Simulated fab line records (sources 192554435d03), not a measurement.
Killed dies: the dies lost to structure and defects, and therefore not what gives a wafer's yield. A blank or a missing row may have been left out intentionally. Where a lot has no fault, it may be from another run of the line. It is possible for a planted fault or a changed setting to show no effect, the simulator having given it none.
fab line records	flow n5-finfet
[record] lots = 6	wafers = 18	last-day = 18
route steps=1938 shown BEOL_M0_SAQP@661 BEOL_M4@1111
lots that met no fault: taken from a fault-free run of the same line
start-h: the number of hours between the record's first day and the start of the first shown wafer of the lot	wait-h: how many hours have passed since the lot's step before this one	" same as the row above	L1.1+2: a row that stands for several wafers	- either no value or no given start	* or withheld: withheld	< > ~ a bound
route shown NAME@n: NAME is a module with steps in the file, n the number in the route of the first one	usual: the fault-free wafers' mean and standard deviation	same: alike in all rows	chamber/n: place in a boat	sites: readings site by site	_std_site: the values' standard deviation	_edge_site: outer sites' mean less inner sites'	radius-mm: for every site, how far away it sits from the centre of the wafer	mask NAME#n: copy n	behind: the most recent tool/chamber to have shaped the wafer	hold: why the lot was held/for how many hours/how that ended	device: transistor that didn't switch, given as n, p or np	end of line: tests run on the same wafers once the route is complete	a step with no rows: only its recipe	killed: dies that structure and defects cost at the first sort, which is not the same as the wafer's yield	map: shows each die of a wafer: x if killed, . if not, _ if none is there
set.NAME: the setting that was run; set.NAME@STEP: the one run at that earlier step	model.NAME: the simulator's own value behind a step, which no gauge read
certain route steps with their lots: each step a table, each wafer a row
services: from which hour (start-h, from the record's first day; less than 0 if before it) a tool's chamber was out of use, for how many hours, and why
[[steps]]
[step N5_BEOL_M0_SAQP_SRD_93]
[recipe] dry = ipa-marangoni	time-s = 30	temp-c = 23	rinse-liquid = diw
[step N5_BEOL_M0_SAQP_RECESS_114]
[recipe] chemistry = HF/NH3	target = SiO2	target-depth-a = 144	afs-cycles = 3	temp-c = 30	sublimation-temp-c = 180	sublimation-time-s = 60
[step N5_BEOL_M0_SAQP_SPACER1_ALD_98]
[recipe] material = SiO2	target-thk-a = 128	temp-c = 300	ald-precursor-family = BDEAS	ald-co-reactant = O2-plasma	pulse-time-s = 1	purge-time-s = 2	co-reactant-purge-time-s = 2	ald-cycles = 138	pressure-torr = 2
[usual] heater-power-w = 466/60	precursor-pulse-height-rel = 0.998/0.018
[same] ald-cycles = 138
lot.wafer	tool	chamber	start-h	wait-h	heater-power-w	precursor-pulse-height-rel
L223.1	ald-sin-01	3	146.21	0.3	420	1.007
L223.4	"	1	"	"	568	1.016
L223.5	"	2	"	"	399	1.002
L224.1	ald-sin-04	0	154.88	1.3	544	0.983
L224.2	"	2	"	"	518	0.989
L224.6	"	0	"	"	542	0.965
L230.3	ald-sin-01	0	193.33	0.1	538	1.003
L230.5	"	3	"	"	440	0.992
L230.6	"	0	"	"	552	1.002
L232.1	ald-sin-04	0	203.98	0.3	551	0.996
L232.2	"	1	"	"	392	0.996
L232.4	"	2	"	"	480	1.004
L236.2	ald-sin-02	1	230.59	0.3	474	0.997
L236.3	"	3	"	"	440	1.005
L236.6	"	2	"	"	505	0.971
L239.2	ald-sin-04	3	247.48	2.2	375	1.038
L239.4	"	1	"	"	388	1.024
L239.6	"	3	"	"	372	0.984
[step N5_BEOL_M0_SAQP_SPACER1_ETCHBACK_99]
[recipe] chemistry = CHF3/O2	mode = anisotropic-etchback	target = SiO2	target-depth-a = 154	time-s = 7.7	pressure-mtorr = 30	source-w = 650	bias-w = 170	Ar_flow_sccm = 200	CHF3_flow_sccm = 50	O2_flow_sccm = 5	ion-energy-ev = 200
[usual] O2_flow_sccm = 5.000/0.014	bias-w = 170.0/0.48	drypump-motor-current-A = 5.7/0.38	oes-product-au = 0.76/0.075	rf-vpp-V = 526/6.1	showerhead-plenum-p-Torr = 2.41/0.076	throttle-valve-pct = 18.98/0.23
[same] time-s = 7.7
lot.wafer	tool	chamber	start-h	wait-h	O2_flow_sccm	bias-w	drypump-motor-current-A	oes-product-au	rf-hours-counter-h	rf-vpp-V	showerhead-plenum-p-Torr	throttle-valve-pct
L223.1	rie-diel-06	2	146.69	0.3	4.981	169.2	5.9	0.73	191	536	2.49	19.00
L223.4	"	3	"	"	4.994	169.3	5.2	0.77	152	533	2.51	18.72
L223.5	"	0	"	"	5.010	170.3	5.7	0.70	-	530	2.47	18.79
L224.1	rie-diel-06	1	155.47	0.4	4.985	170.2	5.7	0.73	144	520	2.31	19.06
L224.2	"	0	"	"	4.988	169.8	5.8	0.71	234	528	2.47	18.81
L224.6	"	0	"	"	4.994	169.3	5.7	0.70	-	530	2.47	18.79
L230.3	rie-diel-06	0	193.87	0.3	5.000	170.0	5.7	0.69	246	530	2.47	18.84
L230.5	"	3	"	"	4.988	171.1	5.2	0.75	-	532	2.50	18.76
L230.6	"	2	"	"	4.998	169.8	5.9	0.70	-	535	2.49	19.03
L232.1	rie-diel-04	3	204.45	0.3	4.990	170.2	5.1	0.76	150	518	2.42	19.22
L232.2	"	2	"	"	4.973	170.0	6.5	0.95	9	519	2.35	18.97
L232.4	"	1	"	"	5.010	168.9	5.9	0.67	239	533	2.48	19.08
L236.2	rie-diel-04	0	231.06	0.3	4.993	170.4	5.6	0.82	75	528	2.34	18.93
L236.3	"	2	"	"	5.016	170.4	6.5	0.93	17	518	2.35	18.97
L236.6	"	2	"	"	5.028	170.1	6.5	0.93	-	516	2.35	18.97
L239.2	rie-diel-05	0	248.14	0.4	4.992	170.7	6.0	0.70	214	525	2.48	19.35
L239.4	"	3	"	"	4.993	170.1	5.6	0.81	-	518	2.32	18.60
L239.6	"	1	"	"	5.027	170.4	5.5	0.70	-	528	2.29	19.05
[step N5_BEOL_M0_SAQP_MANDREL1_REMOVE_100]
[recipe] chemistry = HBr/Cl2/O2	bt-time-s = 10	target = a-Si	stop-on = SiNx	endpoint = OES-SiCl	over-etch-frac = 0.85	icp-w = 600	bias-w = 30	HBr_flow_sccm = 150	Cl2_flow_sccm = 80	O2_flow_sccm = 5	pressure-mtorr = 10
[step N5_BEOL_M0_SAQP_CD_MEAS_25]
[recipe] target-cd-nm = 13.1	landing-energy-ev = 1000	detector = se-inlens
[usual] cd-nm = 12.77/0.21
lot.wafer	tool	chamber	start-h	wait-h	cd-nm
L223.1	cd-sem-02	0	146.89	0.1	13.01
L223.4	"	0	"	"	12.72
L223.5	"	0	"	"	13.02
L224.1	cd-sem-02	0	155.67	0.1	12.77
L224.2	"	0	"	"	12.62
L224.6	"	0	"	"	12.57
L230.3	cd-sem-03	0	194.07	0.1	12.53
L230.5	"	0	"	"	12.83
L230.6	"	0	"	"	12.49
L232.1	cd-sem-03	0	204.65	0.1	12.39
L232.2	"	0	"	"	13.14
L232.4	"	0	"	"	12.87
L236.2	cd-sem-02	0	231.26	0.1	12.58
L236.3	"	0	"	"	12.63
L236.6	"	0	"	"	12.61
L239.2	cd-sem-03	0	248.34	0.1	12.79
L239.4	"	0	"	"	12.85
L239.6	"	0	"	"	12.64
[step N5_BEOL_M0_SAQP_ETCH_101]
[recipe] chemistry = CH3F/O2	target = SiNx	mask-material = SiO2	target-depth-a = 299	time-s = 42.7	pressure-mtorr = 30	source-w = 395	bias-w = 73	Ar_flow_sccm = 150	CH3F_flow_sccm = 30	O2_flow_sccm = 20	ion-energy-ev = 120
[step N5_BEOL_M0_SAQP_ETCH_102]
[recipe] chemistry = CF4	target = SiO2	target-depth-a = 40	ion-energy-ev = 350	time-s = 4.4	pressure-mtorr = 10	icp-w = 800	bias-w = 400	cf4-flow-sccm = 80
[usual] bias-w = 400.1/1.2	drypump-motor-current-A = 5.8/0.4	oes-product-au = 1.006/0.018	throttle-valve-pct = 21.73/0.18
[same] time-s = 4.4
lot.wafer	tool	chamber	start-h	wait-h	bias-w	drypump-motor-current-A	oes-product-au	rf-hours-counter-h	throttle-valve-pct
L223.1	rie-si-01	3	147.03	0.1	400.2	5.9	1.000	63	21.72
L223.4	"	3	"	"	398.5	5.9	1.018	-	21.72
L223.5	"	0	"	"	400.8	6.1	0.966	-	21.78
L224.1	rie-si-02	2	155.82	0.1	400.7	5.1	1.017	3	21.88
L224.2	"	1	"	"	399.6	5.9	0.993	179	21.90
L224.6	"	1	"	"	400.3	5.9	0.993	-	21.91
L230.3	rie-si-04	0	194.49	0.1	397.8	5.9	1.019	21	21.35
L230.5	"	2	"	"	399.7	6.2	1.042	-	21.85
L230.6	"	1	"	"	400.4	5.6	1.006	-	21.78
L232.1	rie-si-04	3	204.80	0.1	398.7	6.0	0.999	24	21.60
L232.2	"	0	"	"	400.0	5.9	1.028	21	21.36
L232.4	"	1	"	"	399.9	5.6	0.991	2	21.79
L236.2	rie-si-02	3	231.56	0.1	400.1	6.1	1.018	146	21.49
L236.3	"	2	"	"	398.9	5.2	1.005	4	21.89
L236.6	"	0	"	"	401.0	6.2	0.984	-	21.85
L239.2	rie-si-02	3	248.57	0.1	399.7	6.1	1.009	146	21.47
L239.4	"	1	"	"	399.7	5.9	1.000	181	21.91
L239.6	"	0	"	"	401.9	6.2	0.987	-	21.86
[step N5_BEOL_M0_SAQP_MANDREL_ETCH_103]
[recipe] chemistry = HBr/Cl2	target = a-Si	target-depth-a = 450	bt-time-s = 10	stop-on = SiCN	mask-material = SiO2	over-etch-frac = 0.8	time-s = 27	pressure-mtorr = 10	icp-w = 800	bias-w = 75	HBr_flow_sccm = 150	Cl2_flow_sccm = 80	ends = end-point
[usual] bias-w = 75.01/0.24	drypump-motor-current-A = 5.8/0.41	oes-product-au = 0.688/0.012	throttle-valve-pct = 35.34/0.2
lot.wafer	tool	chamber	start-h	wait-h	bias-w	drypump-motor-current-A	oes-product-au	rf-hours-counter-h	throttle-valve-pct
L223.1	rie-si-01	3	147.06	0.0	74.53	6.0	0.682	63	35.19
L223.4	"	3	"	"	74.42	5.9	0.694	-	35.19
L223.5	"	0	"	"	75.18	6.1	0.682	-	35.26
L224.1	rie-si-02	2	155.85	0.0	75.25	5.2	0.692	3	35.60
L224.2	"	1	"	"	75.31	5.9	0.686	179	35.51
L224.6	"	1	"	"	75.45	5.9	0.703	-	35.49
L230.3	rie-si-04	0	194.52	0.0	74.53	5.9	0.704	21	35.14
L230.5	"	2	"	"	74.96	6.2	0.698	-	35.33
L230.6	"	1	"	"	75.42	5.6	0.688	-	35.44
L232.1	rie-si-04	3	204.83	0.0	74.88	6.0	0.695	24	35.13
L232.2	"	0	"	"	74.98	5.9	0.697	21	35.15
L232.4	"	1	"	"	74.71	5.6	0.696	2	35.42
L236.2	rie-si-02	3	231.60	0.0	74.74	6.1	0.677	146	35.23
L236.3	"	2	"	"	75.10	5.2	0.682	4	35.61
L236.6	"	0	"	"	75.04	6.2	0.675	-	35.48
L239.2	rie-si-02	3	248.60	0.0	75.17	6.1	0.701	146	35.20
L239.4	"	1	"	"	75.03	6.0	0.699	181	35.46
L239.6	"	0	"	"	74.83	6.2	0.677	-	35.45
[step N5_BEOL_M0_SAQP_RECESS_104]
[recipe] chemistry = HF/NH3	target = SiO2	target-depth-a = 180	afs-cycles = 3	temp-c = 30	sublimation-temp-c = 180	sublimation-time-s = 60
[step N5_BEOL_M0_SAQP_COAT_105]
[recipe] resist = SOC	temp-c = 250	time-s = 60	spin-rpm = 1500	resist-thk-nm = 100
[step N5_BEOL_M0_SAQP_ETCH_106]
[recipe] chemistry = N2/H2	target = SOC	target-depth-a = 1500	stop-on = SiNx	ion-energy-ev = 100	bias-w = 61	pressure-mtorr = 30	source-w = 850	n2-flow-sccm = 200	h2-flow-sccm = 200
[usual] bias-w = 61.01/0.18	drypump-motor-current-A = 5.7/0.37	oes-product-au = 0.75/0.076	rf-vpp-V = 240.8/1.4	showerhead-plenum-p-Torr = 2.55/0.082	throttle-valve-pct = 17.86/0.22
lot.wafer	tool	chamber	start-h	wait-h	bias-w	drypump-motor-current-A	oes-product-au	rf-hours-counter-h	rf-vpp-V	showerhead-plenum-p-Torr	throttle-valve-pct
L223.1	rie-diel-06	2	147.69	-	60.83	5.9	0.72	191	243.3	2.63	17.82
L223.4	"	1	"	"	60.88	5.8	0.73	142	237.9	2.44	17.89
L223.5	"	2	"	"	60.70	5.9	0.71	-	243.0	2.63	17.82
L224.1	rie-diel-04	1	156.38	-	60.78	5.9	0.67	227	240.6	2.62	17.88
L224.2	"	3	"	"	61.24	5.1	0.78	135	240.9	2.56	18.14
L224.6	"	0	"	"	61.10	5.6	0.83	-	239.1	2.48	17.81
L230.3	rie-diel-05	2	195.10	-	60.99	5.1	0.85	55	242.4	2.57	17.58
L230.5	"	2	"	"	60.88	5.1	0.85	-	241.0	2.57	17.59
L230.6	"	1	"	"	61.04	5.5	0.70	-	237.6	2.42	18.00
L232.1	rie-diel-04	0	205.36	-	60.84	5.6	0.81	68	239.0	2.48	17.85
L232.2	"	3	"	"	60.69	5.1	0.76	151	240.7	2.55	18.17
L232.4	"	1	"	"	61.09	5.9	0.67	239	240.5	2.61	17.89
L236.2	rie-diel-04	3	232.26	-	60.81	5.1	0.75	159	240.5	2.55	18.19
L236.3	"	1	"	"	60.71	5.9	0.66	247	241.8	2.61	17.92
L236.6	"	0	"	"	61.18	5.6	0.80	-	238.9	2.48	17.86
L239.2	rie-diel-06	0	249.13	-	61.03	5.8	0.95	7	242.9	2.61	17.39
L239.4	"	1	"	"	61.10	5.8	0.71	172	239.0	2.43	17.94
L239.6	"	2	"	"	60.95	5.9	0.69	-	241.5	2.61	17.88
[step N5_BEOL_M0_SAQP_ETCH_107]
[recipe] chemistry = CH3F/O2	target = SiNx	target-depth-a = 300	mask-material = SOC	pressure-mtorr = 30	source-w = 395	bias-w = 73	Ar_flow_sccm = 150	CH3F_flow_sccm = 30	O2_flow_sccm = 20	ion-energy-ev = 120
[usual] O2_flow_sccm = 20.00/0.059	bias-w = 73.04/0.23	drypump-motor-current-A = 5.7/0.37	oes-product-au = 0.76/0.08	rf-vpp-V = 299/3.6	showerhead-plenum-p-Torr = 2.01/0.066	throttle-valve-pct = 16.45/0.21
lot.wafer	tool	chamber	start-h	wait-h	O2_flow_sccm	bias-w	drypump-motor-current-A	oes-product-au	rf-hours-counter-h	rf-vpp-V	showerhead-plenum-p-Torr	throttle-valve-pct	model.BEOL_M0_SAQP.feature-depth-nm
L223.1	rie-diel-06	2	147.75	0.0	19.99	72.98	5.9	0.72	191	304	2.07	16.47	29.8
L223.4	"	1	"	"	20.05	73.39	5.8	0.74	142	295	1.92	16.53	29.6
L223.5	"	2	"	"	20.02	72.80	5.9	0.73	-	304	2.07	16.46	30
L224.1	rie-diel-04	1	156.44	0.0	20.03	72.87	5.9	0.68	227	304	2.07	16.57	29.8
L224.2	"	3	"	"	20.13	72.66	5.1	0.78	135	293	2.01	16.64	29.8
L224.6	"	0	"	"	20.05	73.70	5.6	0.85	-	299	1.95	16.36	30.4
L230.3	rie-diel-05	2	195.16	0.0	20.04	73.19	5.1	0.86	55	295	2.03	16.25	30
L230.5	"	2	"	"	20.05	73.35	5.1	0.86	-	295	2.03	16.24	29.8
L230.6	"	1	"	"	20.11	73.35	5.5	0.71	-	300	1.90	16.51	30
L232.1	rie-diel-04	0	205.42	0.0	19.99	88.35	5.6	0.86	68	347	1.95	16.38	32.2
L232.2	"	3	"	"	19.96	73.06	5.1	0.76	151	294	2.01	16.66	29.6
L232.4	"	1	"	"	20.00	73.10	5.9	0.67	239	302	2.06	16.58	29.8
L236.2	rie-diel-04	3	232.32	0.0	20.12	72.74	5.1	0.75	159	292	2.00	16.69	29.8
L236.3	"	1	"	"	20.07	72.89	5.9	0.67	247	303	2.06	16.58	29.6
L236.6	"	0	"	"	20.05	88.08	5.6	0.86	-	346	1.94	16.41	32.8
L239.2	rie-diel-06	0	249.19	0.0	19.98	72.68	5.7	0.97	7	299	2.05	15.89	30.2
L239.4	"	1	"	"	20.08	72.96	5.8	0.71	172	295	1.91	16.57	29.6
L239.6	"	2	"	"	19.95	72.89	5.9	0.69	-	303	2.06	16.53	29.4
[step N5_BEOL_M0_SAQP_STRIP_108]
[recipe] chemistry = N2/H2	power-w = 500	temp-c = 40	pressure-mtorr = 50	rf-frequency-hz = 6e+07	overash-fraction = 0.3	bias-power-w = 28	h2-frac = 0.5	n2-flow-sccm = 300	h2-flow-sccm = 300
[step N5_BEOL_M4_RC_MEAS_101]
[usual] DIBL_N = 36.4/1.2	DIBL_P = 36.1/1.6	IOFF_N = 0.156/0.024	IOFF_P = 0.21/0.031	ION_N = 674/11	ION_P = 463/6.9	SS_N = 71.5/0.5	SS_P = 73.2/0.55	VT_N = 250.0/2.9	VT_P = -250/3.6
lot.wafer	tool	chamber	start-h	wait-h	DIBL_N[mV/V]	DIBL_P[mV/V]	IOFF_N[nA/um]	IOFF_P[nA/um]	ION_N[uA/um]	ION_P[uA/um]	SS_N[mV/dec]	SS_P[mV/dec]	VT_N[mV]	VT_P[mV]
L223.1	prober-02	0	195.83	0.0	37.4	37.2	0.192	0.26	690	480	71.0	74.1	246.9	-245
L223.4	"	0	"	"	36.2	35.9	0.174	0.22	694	472	71.1	74.0	248.1	-247
L223.5	"	0	"	"	36.4	36.8	0.175	0.26	692	478	70.6	74.5	248.4	-245
L224.1	prober-02	0	202.91	0.0	36.8	37.1	0.146	0.19	666	459	71.8	72.4	252.4	-252
L224.2	"	0	"	"	37.5	37.3	0.156	0.20	656	456	71.6	73.0	249.8	-251
L224.6	"	0	"	"	37.1	36.8	0.149	0.20	664	458	71.0	72.0	250.7	-251
L230.3	prober-02	0	244.21	0.3	36.5	35.6	0.168	0.19	685	453	71.2	73.4	250.4	-253
L230.5	"	0	"	"	35.4	34.0	0.138	0.17	663	452	71.2	72.5	250.0	-255
L230.6	"	0	"	"	36.7	35.7	0.170	0.19	685	460	71.6	73.4	247.7	-253
L232.1	prober-01	0	255.56	0.0	37.4	36.3	0.155	0.20	677	465	71.1	73.5	248.3	-249
L232.2	"	0	"	"	38.5	37.1	0.172	0.22	673	461	72.1	73.4	249.0	-252
L232.4	"	0	"	"	36.7	34.3	0.137	0.18	659	454	71.8	72.5	252.5	-251
L236.2	prober-02	0	284.45	0.2	37.4	38.8	0.187	0.26	689	474	71.5	73.7	247.1	-247
L236.3	"	0	"	"	35.6	36.8	0.164	0.22	685	473	70.4	73.7	246.6	-245
L236.6	"	0	"	"	34.8	35.7	0.144	0.20	681	471	70.6	73.1	250.7	-247
L239.2	prober-01	0	314.90	0.2	37.0	36.9	0.183	0.20	695	463	72.7	73.8	246.0	-251
L239.4	"	0	"	"	36.7	36.2	0.167	0.18	680	458	71.1	73.9	249.4	-254
L239.6	"	0	"	"	35.6	35.2	0.154	0.17	679	457	72.1	73.0	247.6	-254
[[services]]
tool	chamber	start-h	hours	kind
ald-sin-02	-	141.74	6.1	pm
rie-diel-05	0	149.24	2.4	repair
rie-diel-04	0	150.26	5.2	repair
rie-diel-04	2	155.76	-	clean
rie-diel-04	2	155.76	-	consumable-replace:esc
rie-diel-04	2	155.76	-	consumable-replace:focus-ring
rie-diel-04	2	155.76	18.5	scheduled-down
rie-diel-04	2	155.76	18.5	vent-cycle
rie-diel-06	1	175.19	8.7	repair
ald-sin-04	-	176.75	14.0	pm
rie-si-01	1	184.56	6.1	repair
ald-sin-04	1	190.95	2.4	repair
rie-si-02	-	198.43	0.5	repair
rie-diel-06	0	208.32	-	clean
rie-diel-06	0	208.32	-	consumable-replace:focus-ring
rie-diel-06	0	208.32	17.7	scheduled-down
rie-diel-06	0	208.32	17.7	vent-cycle
ald-sin-01	2	224.58	12.5	repair
ald-sin-04	1	233.81	1.8	repair
ald-sin-04	1	241.12	2.7	repair
rie-diel-04	1	244.83	-	clean
rie-diel-04	1	244.83	-	consumable-replace:focus-ring
rie-diel-04	1	244.83	22.6	scheduled-down
rie-diel-04	1	244.83	22.6	vent-cycle
[[key]]
[first-sign] step = N5_BEOL_M0_SAQP_ETCH_107	reading = bias-w	direction = up	sigmas = 65	usual = *	struck = *
[effect] step = N5_BEOL_M0_SAQP_ETCH_107	reading = rf-vpp-V	direction = up	sigmas = 13	usual = 299	struck = 346
[model-effect] step = N5_BEOL_M0_SAQP_ETCH_107	value = BEOL_M0_SAQP.feature-depth-nm	without = 30.4	struck = 32.5
met-at N5_BEOL_M0_SAQP_ETCH_107
struck-wafers L232.1,L236.6
onset-between 156.44 205.42
[fault] kind = process-parameter-drift	tool = rie-diel-04	chamber = 0	onset-h = 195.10	steps = N5_BEOL_M0_SAQP_ETCH_107	channel = bias-w	offset = *	shape = step	end-h = 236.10	acts-in = *	stated = *
